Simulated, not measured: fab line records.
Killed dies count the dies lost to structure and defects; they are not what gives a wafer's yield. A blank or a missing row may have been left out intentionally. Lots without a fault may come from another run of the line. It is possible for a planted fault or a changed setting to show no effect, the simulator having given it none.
The tool behind it: which one? :: flow n5_finfet :: 10 lots with 30 wafers sampled at 5 steps, on a route of 1938 steps

== WHAT THE GAUGES SHOWED, per wafer ==
N5_WELL_APT_OVL_MEAS_09.
lot: L797
measured: day 2 02:02
on: overlay-01
NWELL_OVL (nm): 2 2 -4

lot: L799
measured: day 2 13:50
on: overlay-02
NWELL_OVL (nm): 0 -2 -5

lot: L800
measured: day 2 19:51
on: overlay-01
NWELL_OVL (nm): -3 -5 6

lot: L802
measured: day 3 07:44
on: overlay-01
NWELL_OVL (nm): 1 -6 -11

lot: L804
measured: day 3 20:01
on: overlay-01
NWELL_OVL (nm): 11 -5 -2

lot: L805
measured: day 4 01:51
on: overlay-02
NWELL_OVL (nm): -5 5 4

lot: L808
measured: day 4 19:38
on: overlay-01
NWELL_OVL (nm): -4 -3 -4

lot: L809
measured: day 5 01:51
on: overlay-02
NWELL_OVL (nm): -9 -18 -7

lot: L810
measured: day 5 08:04
on: overlay-01
NWELL_OVL (nm): 0 13 -2

lot: L811
measured: day 5 13:44
on: overlay-01
NWELL_OVL (nm): 3 7 -3

N5_WELL_APT_INSPECT_27: inspects for defects (macro).
lot: L797
measured: day 2 03:19
on: defect_inspect-02
raw_defect_count: 0 0 4

lot: L799
measured: day 2 15:16
on: defect_inspect-02
raw_defect_count: 3 1 3

lot: L800
measured: day 2 21:25
on: defect_inspect-02
raw_defect_count: 2 3 1

lot: L802
measured: day 3 08:53
on: defect_inspect-02
raw_defect_count: 4 3 2

lot: L804
measured: day 3 21:17
on: defect_inspect-01
raw_defect_count: 1 1 3

lot: L805
measured: day 4 03:07
on: defect_inspect-02
raw_defect_count: 0 2 1

lot: L808
measured: day 4 21:00
on: defect_inspect-01
raw_defect_count: 2 0 4

lot: L809
measured: day 5 04:01
on: defect_inspect-01
raw_defect_count: 3 3 5

lot: L810
measured: day 5 10:10
on: defect_inspect-01
raw_defect_count: 2 1 4

lot: L811
measured: day 5 15:20
on: defect_inspect-01
raw_defect_count: 1 2 2

N5_PMOS_HMC_CHANNEL_EPI_CD_MEAS_09: target cd 237.4 nm.
lot: L797
measured: day 2 06:13
on: cd_sem-01
cd_nm (nm): 237.8 237.0 235.8

lot: L799
measured: day 2 17:23
on: cd_sem-01
cd_nm (nm): 237.2 237.8 237.6

lot: L800
measured: day 2 23:31
on: cd_sem-01
cd_nm (nm): 236.5 236.8 235.8

lot: L802
measured: day 3 11:08
on: cd_sem-01
cd_nm (nm): 236.7 237.0 237.2

lot: L804
measured: day 3 23:31
on: cd_sem-01
cd_nm (nm): 236.6 235.3 235.9

lot: L805
measured: day 4 05:40
on: cd_sem-02
cd_nm (nm): 238.0 238.0 237.5

lot: L808
measured: day 4 23:06
on: cd_sem-02
cd_nm (nm): 238.7 237.9 239.1

lot: L809
measured: day 5 07:10
on: cd_sem-01
cd_nm (nm): 238.6 239.8 238.6

lot: L810
measured: day 5 13:37
on: cd_sem-03
cd_nm (nm): 236.1 235.7 237.2

lot: L811
measured: day 5 17:34
on: cd_sem-02
cd_nm (nm): 237.9 237.6 237.6

N5_BEOL_M4_RC_MEAS_101.
lot: L797
measured: day 8 17:02
on: prober-01
CJ_N: 4.26 4.25 4.28
DIBL_N (mV/V): 37.0 37.6 38.1
DIBL_P (mV/V): 37.2 38.0 38.1
IOFF_N (nA/um): 0.15 0.16 0.16
IOFF_N_85C (nA/um): 2.9 3.1 3.1
IOFF_N_LIN (nA/um): 0.067 0.072 0.072
IOFF_P (nA/um): 0.19 0.21 0.20
ION_N (uA/um): 652 668 663
ION_P (uA/um): 448 462 453
RS_PWELL (ohm/sq): 3023 3022 3051
SS_N (mV/dec): 70.9 71.8 71.5
SS_P (mV/dec): 74.1 74.3 73.8
VT_N (mV): 251 252 252
VT_P (mV): -257 -253 -253

lot: L799
measured: day 9 14:09
on: prober-01
CJ_N: 4.14 4.29 4.29
DIBL_N (mV/V): 34.7 38.3 35.0
DIBL_P (mV/V): 36.2 39.0 35.9
IOFF_N (nA/um): 0.13 0.18 0.14
IOFF_N_85C (nA/um): 2.6 3.5 2.8
IOFF_N_LIN (nA/um): 0.061 0.079 0.065
IOFF_P (nA/um): 0.19 0.22 0.18
ION_N (uA/um): 656 672 665
ION_P (uA/um): 462 457 463
RS_PWELL (ohm/sq): 2981 2967 2976
SS_N (mV/dec): 70.8 72.0 70.9
SS_P (mV/dec): 73.8 74.0 73.2
VT_N (mV): 253 249 251
VT_P (mV): -251 -251 -252

lot: L800
measured: day 9 14:29
on: prober-02
CJ_N: 4.50 4.28 4.40
DIBL_N (mV/V): 34.2 35.7 35.4
DIBL_P (mV/V): 32.1 35.6 34.8
IOFF_N (nA/um): 0.12 0.14 0.14
IOFF_N_85C (nA/um): 2.5 2.9 2.8
IOFF_N_LIN (nA/um): 0.058 0.068 0.068
IOFF_P (nA/um): 0.15 0.20 0.19
ION_N (uA/um): 660 669 672
ION_P (uA/um): 453 458 463
RS_PWELL (ohm/sq): 2978 2982 3002
SS_N (mV/dec): 70.8 70.7 70.8
SS_P (mV/dec): 73.2 73.9 72.8
VT_N (mV): 254 252 251
VT_P (mV): -257 -251 -253

lot: L802
measured: day 10 04:57
on: prober-01
CJ_N: 4.37 4.48 4.44
DIBL_N (mV/V): 38.6 37.5 37.1
DIBL_P (mV/V): 38.0 36.6 36.7
IOFF_N (nA/um): 0.19 0.17 0.18
IOFF_N_85C (nA/um): 3.7 3.4 3.5
IOFF_N_LIN (nA/um): 0.088 0.077 0.082
IOFF_P (nA/um): 0.27 0.22 0.23
ION_N (uA/um): 674 670 677
ION_P (uA/um): 464 459 463
RS_PWELL (ohm/sq): 2998 2994 3007
SS_N (mV/dec): 72.3 71.8 72.2
SS_P (mV/dec): 73.7 74.0 73.6
VT_N (mV): 248 249 248
VT_P (mV): -247 -250 -246

lot: L804
measured: day 10 13:26
on: prober-02
CJ_N: 4.50 4.26 4.45
DIBL_N (mV/V): 35.0 35.6 38.5
DIBL_P (mV/V): 35.4 38.5 39.7
IOFF_N (nA/um): 0.15 0.16 0.21
IOFF_N_85C (nA/um): 2.9 3.2 3.9
IOFF_N_LIN (nA/um): 0.064 0.076 0.088
IOFF_P (nA/um): 0.18 0.23 0.26
ION_N (uA/um): 660 687 678
ION_P (uA/um): 451 467 465
RS_PWELL (ohm/sq): 2970 2984 3013
SS_N (mV/dec): 71.0 70.9 71.1
SS_P (mV/dec): 73.3 73.9 74.3
VT_N (mV): 252 250 249
VT_P (mV): -253 -251 -250

lot: L805
measured: day 10 22:04
on: prober-01
CJ_N: 4.53 4.31 4.31
DIBL_N (mV/V): 40.8 38.9 39.1
DIBL_P (mV/V): 38.5 37.9 39.2
IOFF_N (nA/um): 0.25 0.20 0.22
IOFF_N_85C (nA/um): 4.5 3.8 4.0
IOFF_N_LIN (nA/um): 0.103 0.090 0.099
IOFF_P (nA/um): 0.22 0.21 0.23
ION_N (uA/um): 689 679 700
ION_P (uA/um): 457 457 467
RS_PWELL (ohm/sq): 3023 3033 3028
SS_N (mV/dec): 72.4 71.8 71.7
SS_P (mV/dec): 73.9 74.1 74.0
VT_N (mV): 242 245 244
VT_P (mV): -253 -253 -252

lot: L808
measured: day 11 01:46
on: prober-01
CJ_N: 1.32 1.35 1.39
DIBL_N (mV/V): 45.3 44.3 72.9
DIBL_P (mV/V): 38.2 37.3 38.7
IOFF_N (nA/um): 0.49 0.45 5.67
IOFF_N_85C (nA/um): 8.0 7.4 62.0
IOFF_N_LIN (nA/um): 0.117 0.110 0.288
IOFF_P (nA/um): 0.24 0.22 0.25
ION_N (uA/um): 698 701 706
ION_P (uA/um): 473 474 455
RS_PWELL (ohm/sq): 3219 3206 3201
SS_N (mV/dec): 78.5 78.5 109.0
SS_P (mV/dec): 73.7 72.7 73.4
VT_N (mV): 244 245 240
VT_P (mV): -249 -252 -249

lot: L809
measured: day 12 08:14
on: prober-02
CJ_N: 4.38 4.38 4.36
DIBL_N (mV/V): 35.2 37.9 34.6
DIBL_P (mV/V): 35.0 37.9 33.6
IOFF_N (nA/um): 0.13 0.17 0.12
IOFF_N_85C (nA/um): 2.6 3.3 2.4
IOFF_N_LIN (nA/um): 0.063 0.079 0.058
IOFF_P (nA/um): 0.18 0.23 0.17
ION_N (uA/um): 657 667 660
ION_P (uA/um): 453 461 456
RS_PWELL (ohm/sq): 3025 3009 3011
SS_N (mV/dec): 71.4 72.0 70.8
SS_P (mV/dec): 72.7 74.2 73.7
VT_N (mV): 254 251 253
VT_P (mV): -254 -250 -256

lot: L810
measured: day 11 17:25
on: prober-01
CJ_N: 1.40 1.40 1.37
DIBL_N (mV/V): 70.6 68.3 52.7
DIBL_P (mV/V): 39.2 39.5 36.4
IOFF_N (nA/um): 5.48 4.81 1.34
IOFF_N_85C (nA/um): 59.5 53.8 18.3
IOFF_N_LIN (nA/um): 0.281 0.262 0.141
IOFF_P (nA/um): 0.25 0.25 0.21
ION_N (uA/um): 713 703 682
ION_P (uA/um): 465 465 457
RS_PWELL (ohm/sq): 3208 3172 3202
SS_N (mV/dec): 107.7 105.9 90.7
SS_P (mV/dec): 74.0 73.4 73.9
VT_N (mV): 241 240 243
VT_P (mV): -244 -249 -252

lot: L811
measured: day 12 11:32
on: prober-01
CJ_N: 4.23 4.45 4.39
DIBL_N (mV/V): 36.4 36.5 36.6
DIBL_P (mV/V): 39.1 37.9 37.2
IOFF_N (nA/um): 0.17 0.18 0.16
IOFF_N_85C (nA/um): 3.4 3.5 3.2
IOFF_N_LIN (nA/um): 0.080 0.081 0.074
IOFF_P (nA/um): 0.25 0.23 0.21
ION_N (uA/um): 680 679 676
ION_P (uA/um): 473 461 460
RS_PWELL (ohm/sq): 2978 3019 3026
SS_N (mV/dec): 72.1 71.7 71.1
SS_P (mV/dec): 74.0 74.3 74.2
VT_N (mV): 253 249 254
VT_P (mV): -248 -249 -254

== TOOL THAT RAN EACH LOT (tool first, then ch and the chambers of the sampled wafers, then the start) ==
lot: L797
N5_WELL_APT_IMPLANT_32: implanter-02 ch 0, day 2 03:59

lot: L799
N5_WELL_APT_IMPLANT_32: implanter-01 ch 0, day 2 15:38

lot: L800
N5_WELL_APT_IMPLANT_32: implanter-02 ch 0, day 2 21:51

lot: L802
N5_WELL_APT_IMPLANT_32: implanter-01 ch 0, day 3 09:11

lot: L804
N5_WELL_APT_IMPLANT_32: implanter-01 ch 0, day 3 21:40

lot: L805
N5_WELL_APT_IMPLANT_32: implanter-02 ch 0, day 4 03:50

lot: L808
N5_WELL_APT_IMPLANT_32: implanter-01 ch 0, day 4 21:19

lot: L809
N5_WELL_APT_IMPLANT_32: implanter-02 ch 0, day 5 05:10

lot: L810
N5_WELL_APT_IMPLANT_32: implanter-01 ch 0, day 5 11:49

lot: L811
N5_WELL_APT_IMPLANT_32: implanter-02 ch 0, day 5 15:41
- N5_WELL_APT_IMPLANT_32

== AS READ BY THE TOOLS THEMSELVES (means over the sampled wafers that have a number; for cases with no such wafer, the mark the record gives instead) ==
N5_WELL_APT_IMPLANT_32.
lot: L797
tool: implanter-02
beam_on_s (s): 10.25
dose_ions_cm2: 2.0028e+13
faraday_current_uA: 247
rotation_deg (degrees): 0.022

lot: L799
tool: implanter-01
beam_on_s (s): 10.25
dose_ions_cm2: 1.9992e+13
faraday_current_uA: 247
rotation_deg (degrees): 0.021

lot: L800
tool: implanter-02
beam_on_s (s): 10.12
dose_ions_cm2: 1.9987e+13
faraday_current_uA: 251
rotation_deg (degrees): -0.011

lot: L802
tool: implanter-01
beam_on_s (s): 9.94
dose_ions_cm2: 1.9986e+13
faraday_current_uA: 255
rotation_deg (degrees): -0.047

lot: L804
tool: implanter-01
beam_on_s (s): 9.87
dose_ions_cm2: 2.0026e+13
faraday_current_uA: 257
rotation_deg (degrees): 0.003

lot: L805
tool: implanter-02
beam_on_s (s): 10.17
dose_ions_cm2: 1.9984e+13
faraday_current_uA: 250
rotation_deg (degrees): 0.012

lot: L808
tool: implanter-01
beam_on_s (s): 9.89
dose_ions_cm2: 1.9950e+12
faraday_current_uA: 26
rotation_deg (degrees): 0.004

lot: L809
tool: implanter-02
beam_on_s (s): 9.96
dose_ions_cm2: 1.9998e+13
faraday_current_uA: 256
rotation_deg (degrees): 0.003

lot: L810
tool: implanter-01
beam_on_s (s): 10.07
dose_ions_cm2: 2.0227e+12
faraday_current_uA: 25
rotation_deg (degrees): -0.009

lot: L811
tool: implanter-02
beam_on_s (s): 10.01
dose_ions_cm2: 2.0015e+13
faraday_current_uA: 253
rotation_deg (degrees): 0.012

== THE ANSWER, worked out from the rows above alone ==
Rule: the usual values come from the lots themselves. The widest of any qualifying gaps counts: lots, ordered by their means at a reading, are off when they make up no more than a third of the lots, leave a main group of 4 or more, and stand apart from it by 3 or more times the standard deviation of that group's means. Not used: any main group whose means are identical at the precision the tables above print for the reading. Also off: a lot with no number at a reading for which 4 or more lots have one. Any other lot the step has rows for is counted as sound. Order of review: gauges by route order, followed by the tools' own readings, for which a lot's mean as printed above is used. At the first step where some lot is off, the reading lying furthest off is the one used; lots without a number count as furthest.
Off: L808, L810, seen at N5_BEOL_M4_RC_MEAS_101 (IOFF_N). Main group: mean 0.17 nA/um, sd 0.027.
If a tool, at a process step before that reading, ran all the lots that are off and no sound lot after the first of them, it fits. Not tried: the gauges at N5_BEOL_M4_RC_MEAS_101; whatever is off there is also off at N5_WELL_APT_IMPLANT_32, on other tools, and gauge error can't account for it. One fits: N5_WELL_APT_IMPLANT_32 on implanter-01. A fault onset in the window from L804 (day 3 21:40, its last sound lot) to L808 (day 4 21:19, its first lot off) fits.
The tool's own readings at N5_WELL_APT_IMPLANT_32 bear it out: on the lots that are off they differ by more than 5 times the standard deviation of the sound lots' means. dose_ions_cm2 reads 2.0088e+12 there against 2.0002e+13 on the sound lots; faraday_current_uA reads 26 there against 252 on the sound lots.

== WHAT WAS PUT IN BY THE SIMULATOR ==
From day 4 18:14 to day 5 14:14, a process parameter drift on implanter-01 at N5_WELL_APT_IMPLANT_32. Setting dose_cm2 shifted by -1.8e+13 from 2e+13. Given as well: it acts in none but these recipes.
Lots struck among those shown: L808, L810. The rule above reached the same finding.
